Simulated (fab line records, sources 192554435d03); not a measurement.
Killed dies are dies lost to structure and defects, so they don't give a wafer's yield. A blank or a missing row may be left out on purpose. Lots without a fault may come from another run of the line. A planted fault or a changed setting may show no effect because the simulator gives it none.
Which tool did it? | flow n5_finfet | 23 lots, 69 wafers sampled, at 4 steps of a route of 1938

WHAT THE GAUGES READ, wafer by wafer
N5_BEOL_M3_THK_MEAS_01. Usual: M3_ILD_THK 78.7 nm, standard deviation 1.3.
lot  | measured     | on            | M3_ILD_THK (nm) | flag
L074 | day 7 05:25  | film_metro-01 | 78.6 78.1 79.4  |
L075 | day 7 05:46  | film_metro-01 | 77.8 78.5 78.5  |
L077 | day 8 17:50  | film_metro-01 | 78.1 77.2 79.2  |
L083 | day 9 22:09  | film_metro-02 | 78.4 76.8 78.2  |
L076 | day 9 22:24  | film_metro-01 | 78.9 78.9 77.8  |
L080 | day 9 22:38  | film_metro-01 | 76.0 77.1 79.0  |
L079 | day 10 01:04 | film_metro-01 | 76.9 77.1 77.7  |
L081 | day 10 01:22 | film_metro-02 | 75.9 76.3 77.9  |
L082 | day 10 08:35 | film_metro-01 | 77.1 76.5 78.8  |
L084 | day 10 10:40 | film_metro-02 | 77.2 78.1 78.3  |
L085 | day 10 12:32 | film_metro-01 | 80.6 81.1 80.6  |
L088 | day 10 15:11 | film_metro-01 | 78.4 79.2 81.4  |
L086 | day 10 15:23 | film_metro-01 | 77.3 77.5 77.9  |
L087 | day 10 20:32 | film_metro-02 | 79.9 81.0 80.8  |
L089 | day 11 05:44 | film_metro-02 | 78.5 79.9 80.8  |
L090 | day 11 16:59 | film_metro-02 | 78.4 78.4 81.7  |
L091 | day 12 03:08 | film_metro-02 | 77.1 78.4 80.2  |
L092 | day 12 08:55 | film_metro-01 | 79.5 80.2 80.9  |
L093 | day 12 15:27 | film_metro-01 | 76.5 78.6 79.8  |
L094 | day 12 17:31 | film_metro-01 | 78.4 76.5 79.8  |
L095 | day 12 20:40 | film_metro-01 | 78.7 78.2 80.3  |
L096 | day 13 06:32 | film_metro-02 | 78.1 79.8 80.5  |
L097 | day 13 12:50 | film_metro-01 | 76.7 77.6 80.6  |

N5_BEOL_M3_OVL_MEAS_29. Usual: V2_OVL 0.5 nm, standard deviation 0.72.
lot  | measured     | on         | V2_OVL (nm)    | flag
L074 | day 7 07:11  | overlay-01 | 0.4 1.0 1.0    |
L075 | day 7 07:28  | overlay-02 | 0.6 0.4 0.2    |
L077 | day 8 19:58  | overlay-02 | 0.7 -0.2 1.1   |
L083 | day 10 01:57 | overlay-02 | 1.3 0.2 0.7    |
L076 | day 10 01:46 | overlay-02 | 0.3 0.7 -0.2   |
L080 | day 10 02:01 | overlay-02 | -0.7 -0.6 1.2  |
L079 | day 10 02:34 | overlay-02 | 0.4 0.2 0.4    |
L081 | day 10 04:59 | overlay-02 | -0.4 0.5 0.3   |
L082 | day 10 10:40 | overlay-01 | -0.2 0.9 1.0   |
L084 | day 10 12:49 | overlay-02 | -0.1 -0.1 0.2  |
L085 | day 10 16:20 | overlay-01 | 1.1 1.5 1.4    |
L088 | day 10 17:23 | overlay-01 | 0.5 1.1 0.2    |
L086 | day 10 17:35 | overlay-01 | 0.6 1.3 0.7    |
L087 | day 10 23:59 | overlay-01 | 0.9 1.3 1.4    |
L089 | day 11 09:23 | overlay-01 | 1.4 1.2 1.3    |
L090 | day 11 19:46 | overlay-02 | -0.1 0.2 1.5   |
L091 | day 12 05:34 | overlay-02 | -2.1 -1.3 -0.8 |
L092 | day 12 12:43 | overlay-02 | 0.5 1.6 -0.2   |
L093 | day 12 18:16 | overlay-01 | 1.0 1.2 1.0    |
L094 | day 12 18:54 | overlay-02 | 0.8 1.7 1.0    |
L095 | day 12 22:49 | overlay-02 | 1.7 2.3 1.1    |
L096 | day 13 08:26 | overlay-02 | 0.4 0.0 0.4    |
L097 | day 13 14:21 | overlay-02 | 1.3 0.4 0.5    |

WHICH TOOL RAN EACH LOT (tool, then ch and the chambers of the sampled wafers, then the start)
lot  | N5_BEOL_M3_ETCH_63                 | N5_BEOL_M3_ETCH_64
L074 | rie_diel-05 ch 0,2, day 7 06:23    | rie_diel-05 ch 0,2, day 7 06:25
L075 | rie_diel-01 ch 0,1, day 7 06:37    | rie_diel-01 ch 0,1, day 7 06:38
L077 | rie_diel-06 ch 0,1,2, day 8 18:59  | rie_diel-06 ch 0,1,2, day 8 19:01
L083 | rie_diel-06 ch 1,3, day 10 00:53   | rie_diel-06 ch 1,3, day 10 00:55
L076 | rie_diel-05 ch 1,2, day 10 00:55   | rie_diel-05 ch 1,2, day 10 00:57
L080 | rie_diel-01 ch 0,1,3, day 10 00:58 | rie_diel-01 ch 0,1,3, day 10 00:59
L079 | rie_diel-01 ch 0,1,3, day 10 01:43 | rie_diel-01 ch 0,1,3, day 10 01:45
L081 | rie_diel-01 ch 0,2,3, day 10 04:07 | rie_diel-01 ch 0,2,3, day 10 04:08
L082 | rie_diel-01 ch 2,3, day 10 09:49   | rie_diel-01 ch 2,3, day 10 09:51
L084 | rie_diel-01 ch 0,2,3, day 10 12:05 | rie_diel-01 ch 0,2,3, day 10 12:06
L085 | rie_diel-06 ch 1,2,3, day 10 15:29 | rie_diel-06 ch 1,2,3, day 10 15:31
L088 | rie_diel-05 ch 0,2,3, day 10 16:38 | rie_diel-05 ch 0,2,3, day 10 16:40
L086 | rie_diel-05 ch 0,2,3, day 10 16:52 | rie_diel-05 ch 0,2,3, day 10 16:53
L087 | rie_diel-01 ch 0,2,3, day 10 23:08 | rie_diel-01 ch 0,2,3, day 10 23:12
L089 | rie_diel-06 ch 2,3, day 11 08:31   | rie_diel-06 ch 2,3, day 11 08:32
L090 | rie_diel-06 ch 0,1,2, day 11 19:02 | rie_diel-06 ch 0,1,2, day 11 19:04
L091 | rie_diel-06 ch 0,2, day 12 04:43   | rie_diel-06 ch 0,2, day 12 04:45
L092 | rie_diel-01 ch 0,3, day 12 11:52   | rie_diel-01 ch 0,3, day 12 11:53
L093 | rie_diel-01 ch 1,3, day 12 17:14   | rie_diel-01 ch 1,3, day 12 17:16
L094 | rie_diel-05 ch 1,2, day 12 18:10   | rie_diel-05 ch 1,2, day 12 18:12
L095 | rie_diel-05 ch 0,1,3, day 12 22:04 | rie_diel-05 ch 0,1,3, day 12 22:06
L096 | rie_diel-05 ch 0,1, day 13 07:34   | rie_diel-05 ch 0,1, day 13 07:35
L097 | rie_diel-05 ch 0,2,3, day 13 13:30 | rie_diel-05 ch 0,2,3, day 13 13:32
- N5_BEOL_M3_ETCH_63: etches SiARC in CF4, target depth 15.6 nm, time 26 s.
- N5_BEOL_M3_ETCH_64: etches SOC in N2/H2, target depth 75 nm, overetch 15 nm, time 112.5 s.

WHAT THE TOOLS THEMSELVES READ (means of the sampled wafers that have a number; where no wafer has one, the mark that the record gives instead)
N5_BEOL_M3_ETCH_63. Usual: drypump_motor_current_A 5.74 A, standard deviation 0.28; etch_rf_on_time_s 26.0 s, standard deviation 0.82; mfc_ar_sccm 100.06 sccm, standard deviation 0.29; oes_product_au 0.67 a.u., standard deviation 0.069; rf_vpp_V 183.8 V, standard deviation 1.2; showerhead_plenum_p_Torr 2.13 Torr, standard deviation 0.074; throttle_valve_pct 15.59 %, standard deviation 0.26.
lot  | tool        | drypump_motor_current_A (A) | etch_rf_on_time_s (s) | mfc_ar_sccm (sccm) | oes_product_au (a.u.) | rf_vpp_V (V) | showerhead_plenum_p_Torr (Torr) | throttle_valve_pct (%) | flag
L074 | rie_diel-05 | 5.73                        | 27.1                  | 100.11             | 0.61                  | 183.7        | 2.12                            | 15.80                  |
L075 | rie_diel-01 | 5.80                        | 26.0                  | 100.10             | 0.72                  | 183.7        | 2.11                            | 15.26                  |
L077 | rie_diel-06 | 6.05                        | 25.7                  | 100.07             | 0.63                  | 183.9        | 2.11                            | 15.59                  |
L083 | rie_diel-06 | 5.97                        | 25.9                  | 100.21             | 0.65                  | 183.8        | 2.12                            | 15.56                  |
L076 | rie_diel-05 | 5.35                        | 27.1                  | 100.22             | 0.60                  | 182.6        | 2.07                            | 15.96                  |
L080 | rie_diel-01 | 5.88                        | 25.9                  | 100.36             | 0.73                  | 184.5        | 2.15                            | 15.34                  |
L079 | rie_diel-01 | 5.87                        | 25.8                  | 100.07             | 0.74                  | 183.8        | 2.15                            | 15.32                  |
L081 | rie_diel-01 | 5.71                        | 25.6                  | 100.16             | 0.71                  | 184.1        | 2.16                            | 15.40                  |
L082 | rie_diel-01 | 5.71                        | 25.7                  | 99.90              | 0.67                  | 184.3        | 2.19                            | 15.62                  |
L084 | rie_diel-01 | 5.73                        | 25.4                  | 99.81              | 0.70                  | 184.6        | 2.16                            | 15.42                  |
L085 | rie_diel-06 | 5.90                        | 26.1                  | 100.24             | 0.65                  | 183.1        | 2.12                            | 15.61                  |
L088 | rie_diel-05 | 5.73                        | 26.2                  | 100.03             | 0.64                  | 183.0        | 2.10                            | 15.70                  |
L086 | rie_diel-05 | 5.74                        | 26.6                  | 100.05             | 0.63                  | 183.6        | 2.10                            | 15.70                  |
L087 | rie_diel-01 | 5.72                        | 25.6                  | 100.03             | 0.70                  | 184.8        | 2.16                            | 15.43                  |
L089 | rie_diel-06 | 5.61                        | 26.3                  | 100.25             | 0.68                  | 184.3        | 2.20                            | 15.69                  |
L090 | rie_diel-06 | 6.06                        | 25.9                  | 100.02             | 0.62                  | 183.4        | 2.11                            | 15.64                  |
L091 | rie_diel-06 | 5.95                        | 26.3                  | 100.12             | 0.62                  | 183.5        | 2.11                            | 15.68                  |
L092 | rie_diel-01 | 5.79                        | 25.4                  | 100.00             | 0.75                  | 183.3        | 2.15                            | 15.27                  |
L093 | rie_diel-01 | 5.94                        | 25.3                  | 99.80              | 0.75                  | 185.3        | 2.18                            | 15.38                  |
L094 | rie_diel-05 | 5.49                        | 26.5                  | 100.22             | 0.75                  | 183.3        | 2.09                            | 15.70                  |
L095 | rie_diel-05 | 5.57                        | 25.7                  | 99.80              | 0.63                  | 183.1        | 2.08                            | 15.69                  |
L096 | rie_diel-05 | 5.39                        | 26.6                  | 100.16             | 0.60                  | 183.2        | 2.06                            | 15.91                  |
L097 | rie_diel-05 | 5.72                        | 25.9                  | 100.39             | 0.70                  | 183.8        | 2.10                            | 15.55                  |

N5_BEOL_M3_ETCH_64. Usual: drypump_motor_current_A 5.75 A, standard deviation 0.28; n2_flow_sccm 199.9 sccm, standard deviation 0.62; oes_product_au 0.62 a.u., standard deviation 0.059; rf_vpp_V 523.5 V, standard deviation 2.6; showerhead_plenum_p_Torr 2.52 Torr, standard deviation 0.087; throttle_valve_pct 17.8 %, standard deviation 0.32.
lot  | tool        | drypump_motor_current_A (A) | n2_flow_sccm (sccm) | oes_product_au (a.u.) | rf_vpp_V (V) | showerhead_plenum_p_Torr (Torr) | throttle_valve_pct (%) | flag
L074 | rie_diel-05 | 5.75                        | 200.2               | 0.58                  | 523.3        | 2.52                            | 17.9                   |
L075 | rie_diel-01 | 5.82                        | 200.0               | 0.66                  | 522.4        | 2.51                            | 17.5                   |
L077 | rie_diel-06 | 6.07                        | 199.9               | 0.59                  | 522.2        | 2.51                            | 17.9                   |
L083 | rie_diel-06 | 5.98                        | 200.0               | 0.61                  | 523.1        | 2.51                            | 17.7                   |
L076 | rie_diel-05 | 5.34                        | 199.4               | 0.57                  | 521.0        | 2.43                            | 18.0                   |
L080 | rie_diel-01 | 5.86                        | 200.2               | 0.68                  | 524.3        | 2.54                            | 17.5                   |
L079 | rie_diel-01 | 5.87                        | 199.6               | 0.68                  | 524.6        | 2.54                            | 17.5                   |
L081 | rie_diel-01 | 5.74                        | 200.6               | 0.64                  | 524.4        | 2.55                            | 17.6                   |
L082 | rie_diel-01 | 5.74                        | 199.7               | 0.62                  | 525.8        | 2.61                            | 17.8                   |
L084 | rie_diel-01 | 5.75                        | 200.7               | 0.65                  | 524.3        | 2.55                            | 17.6                   |
L085 | rie_diel-06 | 5.89                        | 200.0               | 0.60                  | 522.7        | 2.53                            | 17.9                   |
L088 | rie_diel-05 | 5.72                        | 199.7               | 0.59                  | 523.3        | 2.49                            | 17.8                   |
L086 | rie_diel-05 | 5.73                        | 200.3               | 0.59                  | 521.8        | 2.49                            | 17.8                   |
L087 | rie_diel-01 | 5.73                        | 200.0               | 0.64                  | 523.8        | 2.55                            | 17.6                   |
L089 | rie_diel-06 | 5.60                        | 200.1               | 0.63                  | 525.8        | 2.61                            | 17.9                   |
L090 | rie_diel-06 | 6.06                        | 199.7               | 0.58                  | 523.2        | 2.50                            | 17.9                   |
L091 | rie_diel-06 | 5.98                        | 200.0               | 0.58                  | 523.0        | 2.52                            | 18.1                   |
L092 | rie_diel-01 | 5.81                        | 199.6               | 0.68                  | 524.2        | 2.53                            | 17.3                   |
L093 | rie_diel-01 | 5.94                        | 199.6               | 0.69                  | 525.7        | 2.57                            | 17.5                   |
L094 | rie_diel-05 | 5.50                        | 199.6               | 0.71                  | 522.4        | 2.46                            | 17.8                   |
L095 | rie_diel-05 | 5.57                        | 200.1               | 0.59                  | 521.5        | 2.45                            | 17.8                   |
L096 | rie_diel-05 | 5.38                        | 198.9               | 0.56                  | 521.5        | 2.43                            | 17.9                   |
L097 | rie_diel-05 | 5.75                        | 199.5               | 0.65                  | 522.5        | 2.48                            | 17.7                   |

THE ANSWER, worked out from the rows above alone
Rule: a lot is off if the mean of its wafers that have a number lies more than 3 standard deviations from the usual mean. A lot without any number at a reading at which 4 lots or more have one is off too. The other lots that the step has rows for count as sound. The gauges are gone through in route order, then the tools' own readings, and for those a lot's mean is taken as printed above. The first step at which some lot is off is used, and at that step the reading that is off furthest; a lot without a number counts as furthest.
No lot is off at any reading shown: from this, nothing can be told.

WHAT THE SIMULATOR HAD PUT IN
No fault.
